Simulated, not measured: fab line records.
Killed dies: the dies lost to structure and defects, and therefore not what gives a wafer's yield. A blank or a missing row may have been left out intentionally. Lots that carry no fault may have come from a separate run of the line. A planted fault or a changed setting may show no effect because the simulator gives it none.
Chamber matching	flow n5-finfet	rie-diel-02 running N5_BEOL_M0_SAQP_ETCH_83: 4 sister chambers
The step etches SiARC in CF4, target depth 39 nm, time 65 s. 8 wafers are shown with their chamber, then 8 later ones without.

## WAFERS PAIRED WITH THEIR CHAMBERS
wafer	chamber	showerhead-plenum-p-Torr (Torr)	drypump-motor-current-A (A)
L084.2	0	2.12	5.51
L088.1	2	2.13	5.95
L088.3	1	2.25	5.98
L088.6	1	2.25	5.99
L089.2	2	2.13	5.94
L089.5	0	2.11	5.46
L089.6	3	2.12	6.14
L091.4	3	2.12	6.15

## WAFERS MISSING THEIR CHAMBER
wafer	showerhead-plenum-p-Torr (Torr)	drypump-motor-current-A (A)
L091.5	2.12	6.14
L091.6	2.13	5.94
L092.2	2.11	5.47
L092.3	2.25	5.98
L092.5	2.11	6.11
L095.3	2.25	5.97
L095.4	2.13	5.96
L095.5	2.13	5.95

## WHICH CHAMBER EACH WENT THROUGH
wafer	from the rows above	in truth
L091.5	3	3
L091.6	2	2
L092.2	0	0
L092.3	1	1
L092.5	3	3
L095.3	1	1
L095.4	2	2
L095.5	2	2
Correctly placed: 8 of 8. From these rows, 0 cannot be placed. Number placed wrongly: 0.
How it was worked out, from the rows above alone: a wafer's distance from a chamber is the root of the sum, over the readings, of the square of ((its reading less the chamber's mean) divided by the reading's scatter). If the next closest chamber is less than 2 further off than the closest, the wafer can't be placed; otherwise it belongs to the closest. A chamber's mean is the mean of its shown wafers. The scatter: take each reading less its chamber's mean, square it, sum over the shown wafers, divide by the number of wafers less the number of chambers, and take the root.
